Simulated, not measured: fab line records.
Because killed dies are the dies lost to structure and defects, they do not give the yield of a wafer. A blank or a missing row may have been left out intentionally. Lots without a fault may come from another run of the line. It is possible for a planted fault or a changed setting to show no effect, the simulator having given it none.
Chamber matching	flow n5 finfet	N5_BEOL_M8_ETCH_72 on rie diel-03: 4 sister chambers
The step etches underlayer in N2/H2, target depth 6.5 nm, time 5.2 s. 4 wafers are shown with their chamber, then 8 later ones without.

## EACH WAFER AND ITS CHAMBER
wafer	chamber	drypump motor current A (A)
L080.6	2	5.70
L081.4	1	5.20
L082.3	3	5.95
L093.3	0	5.10

## WAFERS WITH NO CHAMBER GIVEN
wafer	drypump motor current A (A)
L093.5	5.92
L093.6	5.08
L095.1	5.09
L095.2	5.24
L095.4	5.87
L096.1	5.70
L096.5	5.23
L096.6	5.70

## EACH ONE'S CHAMBER
wafer	from the rows above	in truth
L093.5	3	3
L093.6	0	0
L095.1	0	0
L095.2	1	1
L095.4	3	3
L096.1	2	2
L096.5	1	1
L096.6	2	2
8 of 8 placed correctly. Can't be placed from these rows: 0. Wrongly placed: 0.
How it was worked out, from the rows above alone: a wafer's distance from a chamber is the root of the sum, over the readings, of the square of ((its reading less the chamber's mean) divided by the reading's scatter). The wafer belongs to the nearest chamber; if the next one is less than 2 further off, it can't be placed. For every chamber, the mean is computed from those of its wafers that are shown. The scatter (one wafer shown for each chamber): square how far every hidden wafer sits from the nearest shown wafer, average those squares and take the square root.
